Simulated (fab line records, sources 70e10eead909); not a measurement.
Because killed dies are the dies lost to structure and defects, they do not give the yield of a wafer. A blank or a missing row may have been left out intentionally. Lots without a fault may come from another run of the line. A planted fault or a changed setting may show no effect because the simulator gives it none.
The tool behind it: which one? || flow nand-harc || 6 lots with 18 wafers sampled at 3 steps, on a route of 1159 steps

## WHAT THE GAUGES READ, wafer by wafer
NHARC_P_GATE_CD_MEAS_11: target cd 1640 nm.
{"lot": "L556", "measured": "day 4 08:13", "on": "cd-sem-03", "cd-nm (nm)": "1639.3 1638.6 1639.5"}
{"lot": "L558", "measured": "day 4 17:02", "on": "cd-sem-01", "cd-nm (nm)": "- - -"}
{"lot": "L569", "measured": "day 7 08:46", "on": "cd-sem-01", "cd-nm (nm)": "1640.5 1642.2 1638.8"}
{"lot": "L571", "measured": "day 7 22:48", "on": "cd-sem-01", "cd-nm (nm)": "1639.9 1640.5 1642.6"}
{"lot": "L573", "measured": "day 8 14:58", "on": "cd-sem-01", "cd-nm (nm)": "1640.3 1640.4 1639.3"}
{"lot": "L575", "measured": "day 9 03:05", "on": "cd-sem-03", "cd-nm (nm)": "1642.1 1638.2 1639.1"}

## EACH LOT AND THE TOOL THAT RAN IT (in order: tool; ch and the chambers of the sampled wafers; start)
{"lot": "L556", "NHARC_P_STI_ETCH_15": "rie-si-03 ch 0,1, day 2 20:44", "NHARC_P_GATE_EXPOSE_08": "krf-scanner-04 ch 0, day 4 08:04"}
{"lot": "L558", "NHARC_P_STI_ETCH_15": "rie-si-04 ch 1,2,3, day 3 06:01", "NHARC_P_GATE_EXPOSE_08": "krf-scanner-04 ch 0, day 4 16:52"}
{"lot": "L569", "NHARC_P_STI_ETCH_15": "rie-si-04 ch 0,1,2, day 5 23:27", "NHARC_P_GATE_EXPOSE_08": "krf-scanner-04 ch 0, day 7 08:37"}
{"lot": "L571", "NHARC_P_STI_ETCH_15": "rie-si-04 ch 0,2, day 6 11:26", "NHARC_P_GATE_EXPOSE_08": "krf-scanner-01 ch 0, day 7 22:38"}
{"lot": "L573", "NHARC_P_STI_ETCH_15": "rie-si-04 ch 0,1,2, day 6 23:45", "NHARC_P_GATE_EXPOSE_08": "krf-scanner-04 ch 0, day 8 14:49"}
{"lot": "L575", "NHARC_P_STI_ETCH_15": "rie-si-05 ch 1,2,3, day 7 12:11", "NHARC_P_GATE_EXPOSE_08": "krf-scanner-04 ch 0, day 9 02:55"}
- NHARC_P_STI_ETCH_15: etches the open film in HBr/Cl2, target depth 300 nm, time 100.1 s.
- NHARC_P_GATE_EXPOSE_08: exposes mask P HV.

## THE ANSWER, worked out from the rows above alone
Rule: usual is defined by the lots themselves. Put in order of their means at a reading, lots are off if they are a third of the lots or fewer, leave a main group of 4 or more, and stand apart from it by a gap of 3 or more times the standard deviation of the main group's means; of several such gaps the widest counts. Not used: any main group whose means are identical at the precision the tables above print for the reading. A lot without any number at a reading at which 4 lots or more have one is off too. Where the step has rows for the other lots, those lots are counted as sound.
Off: L558, at NHARC_P_GATE_CD_MEAS_11 (cd-nm). Without a number there: L558. The main group has a mean of 1640.1 nm with a standard deviation of 0.63.
A tool fits if, at a process step before that reading, it ran every lot that is off, and no sound lot after the first of them. Gauges at NHARC_P_GATE_CD_MEAS_11: tried the same way as those tools. No candidate that was tried fits.

## WHAT THE SIMULATOR PUT IN
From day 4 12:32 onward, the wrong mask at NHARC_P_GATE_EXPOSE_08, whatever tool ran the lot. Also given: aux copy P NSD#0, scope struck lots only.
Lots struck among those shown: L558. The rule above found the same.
